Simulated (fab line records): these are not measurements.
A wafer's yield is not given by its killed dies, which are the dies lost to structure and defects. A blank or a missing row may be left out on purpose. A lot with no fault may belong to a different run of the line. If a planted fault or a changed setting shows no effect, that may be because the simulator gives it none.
Matching of chambers :: flow n5Finfet :: N5_BEOL_M15_VIA_ETCH_16 on rieDiel-04 has 4 sister chambers
The step etches SiO2 in C4F8/O2/Ar, target depth 1792.2 nm. 16 wafers are shown with their chamber, then 8 later ones without.

WAFERS WITH THEIR CHAMBER
wafer: L077.1
chamber: 1
rfVppV (V): 2231
showerheadPlenumPTorr (Torr): 3.60
throttleValvePct (%): 31.01

wafer: L077.2
chamber: 2
rfVppV (V): 2262
showerheadPlenumPTorr (Torr): 3.64
throttleValvePct (%): 30.55

wafer: L077.3
chamber: 0
rfVppV (V): 2167
showerheadPlenumPTorr (Torr): 3.43
throttleValvePct (%): 30.87

wafer: L083.1
chamber: 1
rfVppV (V): 2230
showerheadPlenumPTorr (Torr): 3.60
throttleValvePct (%): 31.03

wafer: L083.2
chamber: 2
rfVppV (V): 2262
showerheadPlenumPTorr (Torr): 3.63
throttleValvePct (%): 30.56

wafer: L083.6
chamber: 2
rfVppV (V): 2262
showerheadPlenumPTorr (Torr): 3.63
throttleValvePct (%): 30.58

wafer: L082.2
chamber: 1
rfVppV (V): 2230
showerheadPlenumPTorr (Torr): 3.60
throttleValvePct (%): 31.01

wafer: L082.3
chamber: 2
rfVppV (V): 2262
showerheadPlenumPTorr (Torr): 3.63
throttleValvePct (%): 30.55

wafer: L082.5
chamber: 0
rfVppV (V): 2166
showerheadPlenumPTorr (Torr): 3.42
throttleValvePct (%): 30.88

wafer: L084.2
chamber: 1
rfVppV (V): 2230
showerheadPlenumPTorr (Torr): 3.60
throttleValvePct (%): 31.02

wafer: L084.3
chamber: 2
rfVppV (V): 2263
showerheadPlenumPTorr (Torr): 3.63
throttleValvePct (%): 30.55

wafer: L084.6
chamber: 2
rfVppV (V): 2262
showerheadPlenumPTorr (Torr): 3.63
throttleValvePct (%): 30.56

wafer: L085.1
chamber: 3
rfVppV (V): 2240
showerheadPlenumPTorr (Torr): 3.62
throttleValvePct (%): 30.81

wafer: L085.2
chamber: 2
rfVppV (V): 2261
showerheadPlenumPTorr (Torr): 3.63
throttleValvePct (%): 30.56

wafer: L085.3
chamber: 1
rfVppV (V): 2228
showerheadPlenumPTorr (Torr): 3.59
throttleValvePct (%): 31.00

wafer: L088.1
chamber: 2
rfVppV (V): 2259
showerheadPlenumPTorr (Torr): 3.63
throttleValvePct (%): 30.54

SIGNATURES (averages over the wafers above)
reading: rfVppV
chamber 0: 2166.50
chamber 1: 2229.80
chamber 2: 2261.62
chamber 3: 2240.00
scatter within a chamber: 1.12

reading: showerheadPlenumPTorr
chamber 0: 3.4250
chamber 1: 3.5980
chamber 2: 3.6313
chamber 3: 3.6200
scatter within a chamber: 0.00426

reading: throttleValvePct
chamber 0: 30.8750
chamber 1: 31.0140
chamber 2: 30.5562
chamber 3: 30.8100
scatter within a chamber: 0.0114
Rule: for each reading, subtract the chamber's mean from the wafer's reading, divide by that reading's scatter and square the result; add these up over the readings and take the root, which gives the wafer's distance from the chamber. If the next closest chamber is less than 2 further off than the closest, the wafer can't be placed; otherwise it belongs to the closest. How the scatter is found: for the shown wafers, subtract from each reading the mean of its chamber, square and add these, divide the total by (wafers less chambers), then take the root.

WAFERS WITHOUT THEIR CHAMBER
wafer: L088.4
rfVppV (V): 2229
showerheadPlenumPTorr (Torr): 3.59
throttleValvePct (%): 31.03

wafer: L088.5
rfVppV (V): 2260
showerheadPlenumPTorr (Torr): 3.63
throttleValvePct (%): 30.56

wafer: L087.3
rfVppV (V): 2167
showerheadPlenumPTorr (Torr): 3.42
throttleValvePct (%): 30.87

wafer: L087.4
rfVppV (V): 2229
showerheadPlenumPTorr (Torr): 3.59
throttleValvePct (%): 31.02

wafer: L087.5
rfVppV (V): 2167
showerheadPlenumPTorr (Torr): 3.42
throttleValvePct (%): 30.88

wafer: L095.1
rfVppV (V): 2228
showerheadPlenumPTorr (Torr): 3.58
throttleValvePct (%): 31.03

wafer: L095.3
rfVppV (V): 2165
showerheadPlenumPTorr (Torr): 3.41
throttleValvePct (%): 30.89

wafer: L095.6
rfVppV (V): 2166
showerheadPlenumPTorr (Torr): 3.41
throttleValvePct (%): 30.91

THE CHAMBER EACH PASSED THROUGH
wafer: L088.4
from the rows above: 1
in truth: 1

wafer: L088.5
from the rows above: 2
in truth: 2

wafer: L087.3
from the rows above: 0
in truth: 0

wafer: L087.4
from the rows above: 1
in truth: 1

wafer: L087.5
from the rows above: 0
in truth: 0

wafer: L095.1
from the rows above: 1
in truth: 1

wafer: L095.3
from the rows above: 0
in truth: 0

wafer: L095.6
from the rows above: 0
in truth: 0
Placed correctly: 8 of 8. Can't be placed from these rows: 0. 0 placed wrongly.
